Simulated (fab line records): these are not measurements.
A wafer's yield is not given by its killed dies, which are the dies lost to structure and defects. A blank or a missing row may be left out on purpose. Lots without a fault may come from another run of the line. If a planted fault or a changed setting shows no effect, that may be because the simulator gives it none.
Matching of chambers ; flow nand harc ; NHARC_P_BONDPAD_ACTIVATE_29 on rie diel-04: 4 sister chambers
The step chemistry N2, time 60 s. 4 wafers are shown with their chamber, then 7 later ones without.

## WAFERS WITH THEIR CHAMBER
wafer;chamber;drypump motor current A (A)
L904.1;0;5.6
L904.3;2;6.0
L907.2;1;6.3
L907.3;3;6.0

## WAFERS WITH NO CHAMBER GIVEN
wafer;drypump motor current A (A)
L907.6;5.6
L908.2;5.9
L908.3;6.3
L908.4;6.0
L923.2;6.1
L923.5;6.1
L923.6;5.6

## WHICH CHAMBER EACH ONE RAN IN
wafer;from the rows above;in truth
L907.6;0;0
L908.2;can't be placed: 2 or 3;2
L908.3;1;1
L908.4;can't be placed: 2 or 3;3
L923.2;can't be placed: 2 or 3 or 1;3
L923.5;can't be placed: 2 or 3 or 1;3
L923.6;0;0
Correct placement for 3 of the 7. Cannot be placed on the basis of these rows: 4; the candidates contain the true chamber in 4. Number placed wrongly: 0.
How it was worked out, from the rows above alone: a wafer's distance from a chamber is the root of the sum, over the readings, of the square of ((its reading less the chamber's mean) divided by the reading's scatter). The wafer belongs to the nearest chamber; if the next one is less than 2 further off, it can't be placed. A chamber's mean is the mean of its shown wafers. The scatter: root of mean squared gap, hidden wafer to nearest shown wafer, with one shown wafer a chamber.
